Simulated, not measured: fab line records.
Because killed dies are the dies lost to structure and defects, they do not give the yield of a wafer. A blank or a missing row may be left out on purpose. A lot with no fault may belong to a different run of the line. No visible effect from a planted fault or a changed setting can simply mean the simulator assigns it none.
Shared-tool check    flow nandHarc    11 lots and 33 wafers in the sample

## WHY THIS WAS OPENED
Flagged at NHARC_A_CHANNEL_HOLE_D2_INSPECT_40: reading rawDefectCount, on 2 of 11 lots. Fault-free wafers read 290, with a standard deviation of 75.
Rule: a lot is flagged when every wafer of it that has a number lies more than 4 standard deviations from that mean, or none has a number. The other lots count as sound.

lot   measured      on                rawDefectCount, wafer by wafer  flag
L948  day 14 08:11  defectInspect-01  276 345 339                     
L950  day 15 01:25  defectInspect-02  321 296 314                     
L951  day 15 09:43  defectInspect-02  372 275 231                     
L955  day 17 00:25  defectInspect-02  263 355 497                     
L959  day 18 18:29  defectInspect-02  1194 1190 1050                  FLAGGED
L961  day 19 17:43  defectInspect-01  1127 1181 1110                  FLAGGED
L964  day 21 13:59  defectInspect-01  240 194 246                     
L966  day 22 02:19  defectInspect-01  296 242 328                     
L967  day 22 12:14  defectInspect-01  327 189 180                     
L968  day 22 22:29  defectInspect-01  282 263 292                     
L969  day 23 15:38  defectInspect-01  243 282 201                     
Average over the flagged lots: 1142; offset from the usual +852, equal to +11 standard deviations.

## WHICH TOOL RAN EACH LOT
The record holds 3 process steps before the reading, out of a route of 1302 steps. In each cell: the tool, then ch and the chambers that the sampled wafers went through, then the start.
lot   flag     NHARC_A_CHANNEL_HOLE_D2_ETCH_16               NHARC_A_CHANNEL_HOLE_D2_ETCH_20  NHARC_A_CHANNEL_HOLE_D2_ETCH_22
L948           rieDiel-10 ch 0,1,3, day 14 02:36 or earlier  harEtch-01 ch 0,1, day 14 02:36  harEtch-01 ch 0,1, day 14 03:21
L950           rieDiel-12 ch 0,2,3, day 14 15:44 or earlier  harEtch-02 ch 0, day 14 15:44    harEtch-02 ch 0, day 14 17:13
L951           rieDiel-03 ch 0,2,3, day 15 04:07 or earlier  harEtch-02 ch 0,1, day 15 04:07  harEtch-02 ch 0,1, day 15 04:53
L955           rieDiel-03 ch 0,3, day 16 18:52 or earlier    harEtch-01 ch 0,1, day 16 18:52  harEtch-01 ch 0,1, day 16 19:40
L959  FLAGGED  rieDiel-12 ch 1,3, day 18 13:01 or earlier    harEtch-01 ch 0,1, day 18 13:01  harEtch-01 ch 0,1, day 18 13:50
L961  FLAGGED  rieDiel-03 ch 0,2, day 19 12:07 or earlier    harEtch-01 ch 0,1, day 19 12:07  harEtch-01 ch 0,1, day 19 12:52
L964           rieDiel-03 ch 0,1, day 21 08:31 or earlier    harEtch-02 ch 0,1, day 21 08:31  harEtch-02 ch 0,1, day 21 09:21
L966           rieDiel-12 ch 0,1,2, day 21 20:44 or earlier  harEtch-02 ch 0,1, day 21 20:44  harEtch-02 ch 0,1, day 21 21:29
L967           rieDiel-10 ch 1,2, day 22 06:42 or earlier    harEtch-02 ch 0,1, day 22 06:42  harEtch-02 ch 0,1, day 22 07:30
L968           rieDiel-10 ch 0,1,2, day 22 16:56 or earlier  harEtch-02 ch 0,1, day 22 16:56  harEtch-02 ch 0,1, day 22 17:44
L969           rieDiel-10 ch 0,2,3, day 23 10:04 or earlier  harEtch-01 ch 0,1, day 23 10:04  harEtch-01 ch 0,1, day 23 10:49
What is done by these steps:
- NHARC_A_CHANNEL_HOLE_D2_ETCH_16: etches the open film in O2/COS, target depth 3100 nm, time 806 s.
- NHARC_A_CHANNEL_HOLE_D2_ETCH_20: etches the open film in C4F8/O2/Ar, time 361.9 s, target depth 1600 nm.
- NHARC_A_CHANNEL_HOLE_D2_ETCH_22: etches the open film in C4F8/O2/Ar, time 666.7 s, target depth 1600 nm.
- NHARC_A_CHANNEL_HOLE_D2_INSPECT_40

## FLAGGED OVER TOTAL, TOOL BY TOOL (the gauges that took the reading come last)
step                                tool              lots run  flagged  share of the flagged lots  sound lots run after its first flagged lot
NHARC_A_CHANNEL_HOLE_D2_ETCH_16     rieDiel-03        4         1        some                       1 (L964)
NHARC_A_CHANNEL_HOLE_D2_ETCH_16     rieDiel-10        4         0        none                       -
NHARC_A_CHANNEL_HOLE_D2_ETCH_16     rieDiel-12        3         1        some                       1 (L966)
NHARC_A_CHANNEL_HOLE_D2_ETCH_20     harEtch-01        5         2        all                        1 (L969)
NHARC_A_CHANNEL_HOLE_D2_ETCH_20     harEtch-02        6         0        none                       -
NHARC_A_CHANNEL_HOLE_D2_ETCH_22     harEtch-01        5         2        all                        1 (L969)
NHARC_A_CHANNEL_HOLE_D2_ETCH_22     harEtch-02        6         0        none                       -
NHARC_A_CHANNEL_HOLE_D2_INSPECT_40  defectInspect-01  7         1        some                       5 (L964,L966,L967,L968,L969)
NHARC_A_CHANNEL_HOLE_D2_INSPECT_40  defectInspect-02  4         1        some                       0
NHARC_A_CHANNEL_HOLE_D2_ETCH_16: start missing for some lots; hours and lot order therefore follow NHARC_A_CHANNEL_HOLE_D2_ETCH_20.

## WHAT THE TABLE ALLOWS
harEtch-01 at NHARC_A_CHANNEL_HOLE_D2_ETCH_20 and harEtch-01 at NHARC_A_CHANNEL_HOLE_D2_ETCH_22 are the 2 rows of the table that ran each flagged lot.
- harEtch-01 at NHARC_A_CHANNEL_HOLE_D2_ETCH_20 ran 5 lots, 2 of them flagged. After the first flagged lot (L969), sound lots still ran on it; a lasting fault on the whole tool would not permit that.
- harEtch-01 at NHARC_A_CHANNEL_HOLE_D2_ETCH_22 ran 5 lots, 2 of them flagged. After the first flagged lot (L969), sound lots still ran on it; a lasting fault on the whole tool would not permit that.
None of the table's rows ran every flagged lot and, after the first, no sound lot.

## WHAT HAD BEEN PUT IN BY THE SIMULATOR
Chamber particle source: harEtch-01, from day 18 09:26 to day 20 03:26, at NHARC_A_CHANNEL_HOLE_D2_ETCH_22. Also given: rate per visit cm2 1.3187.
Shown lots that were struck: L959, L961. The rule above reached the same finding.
